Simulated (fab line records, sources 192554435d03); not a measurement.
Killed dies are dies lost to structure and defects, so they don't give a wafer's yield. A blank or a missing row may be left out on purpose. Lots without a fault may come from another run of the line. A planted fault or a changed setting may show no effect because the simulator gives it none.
One fault seen from 2 desks | flow n5_finfet | each desk has only its own numbers; what lay behind them comes last

THE METROLOGY DESK
What the gauges read, lot by lot, whatever tool the lot ran on: means of the sampled wafers that have a number. A lot is out of limits, marked OUT, if its mean lies more than 4 standard deviations from the usual mean; the brackets give that distance. Of its 10 readings 7 are shown: those that lie furthest out on some lot.
Columns: A = DIBL_N at N5_BEOL_M4_RC_MEAS_101, usual 36.1 mV/V; B = DIBL_P at N5_BEOL_M4_RC_MEAS_101, usual 36 mV/V; C = IOFF_N at N5_BEOL_M4_RC_MEAS_101, usual 0.16 nA/um; D = IOFF_P at N5_BEOL_M4_RC_MEAS_101, usual 0.21 nA/um; E = SS_N at N5_BEOL_M4_RC_MEAS_101, usual 71.6 mV/dec; F = SS_P at N5_BEOL_M4_RC_MEAS_101, usual 73.2 mV/dec; G = VT_P at N5_BEOL_M4_RC_MEAS_101, usual -250 mV
lot  | first seen here | A    | B  | C    | D    | E    | F    | G
L600 | day 12 02:20    | 37.2 | 35 | 0.17 | 0.22 | 72.2 | 72.9 | -250
L599 | day 12 07:42    | 35.3 | 37 | 0.15 | 0.21 | 71.5 | 73.1 | -248
L605 | day 13 22:44    | 39.2 | 40 | 0.23 | 0.26 | 72.7 | 74.7 | -250
L609 | day 14 05:25    | 35.9 | 35 | 0.14 | 0.23 | 71.7 | 73.1 | -249
L614 | day 14 17:26    | 37.2 | 37 | 0.18 | 0.22 | 71.7 | 73.6 | -251
L615 | day 15 18:53    | 36.6 | 38 | 0.17 | 0.20 | 72.4 | 73.9 | -254
This desk's finding: nothing out of limits on any of the 6 lots.

THE TOOL OWNER'S DESK: cvd_co-01
The tool's own readings at N5_BEOL_M1_CO_CAP_55 (material Co, precursor CCTBA/H2, target thk 2 nm, time 102.1 s): means of the sampled wafers that have a number, for each lot that ran on this tool. A lot is out of limits, marked OUT, if its mean lies more than 4 standard deviations from the usual mean; the brackets give that distance.
Columns: A = heater_power_outer_w at N5_BEOL_M1_CO_CAP_55, usual 126 W; B = heater_power_w at N5_BEOL_M1_CO_CAP_55, usual 230 W; C = run_length_s at N5_BEOL_M1_CO_CAP_55, usual 124.9 s
lot  | first seen here | A   | B   | C
L599 | day 8 08:01     | 135 | 236 | 125.3
L605 | day 9 12:53     | 131 | 241 | 102.6 (-41) OUT
L609 | day 10 09:52    | 134 | 244 | 58.6 (-99 or more) OUT
This desk's finding: out of limits on L605, L609; first on L605, day 9 12:53 (run_length_s at N5_BEOL_M1_CO_CAP_55). In limits: L599.

PUT TOGETHER
The tool owner's desk could have raised an alarm at day 9 12:53, on L605, L609.
The metrology desk saw nothing out of limits.
The metrology desk has L605, L609 on record, within its limits.
Of the lots named, all ran N5_BEOL_M1_CO_CAP_55 on cvd_co-01.

WHAT THE SIMULATOR HAD PUT IN
Process parameter drift: cvd_co-01, from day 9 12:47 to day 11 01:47, at N5_BEOL_M1_CO_CAP_55. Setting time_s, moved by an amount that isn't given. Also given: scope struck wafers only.
Lots struck among those shown: L605, L609.
Hours from the fault's start to each desk's first reading out of limits: the tool owner's desk, 0.
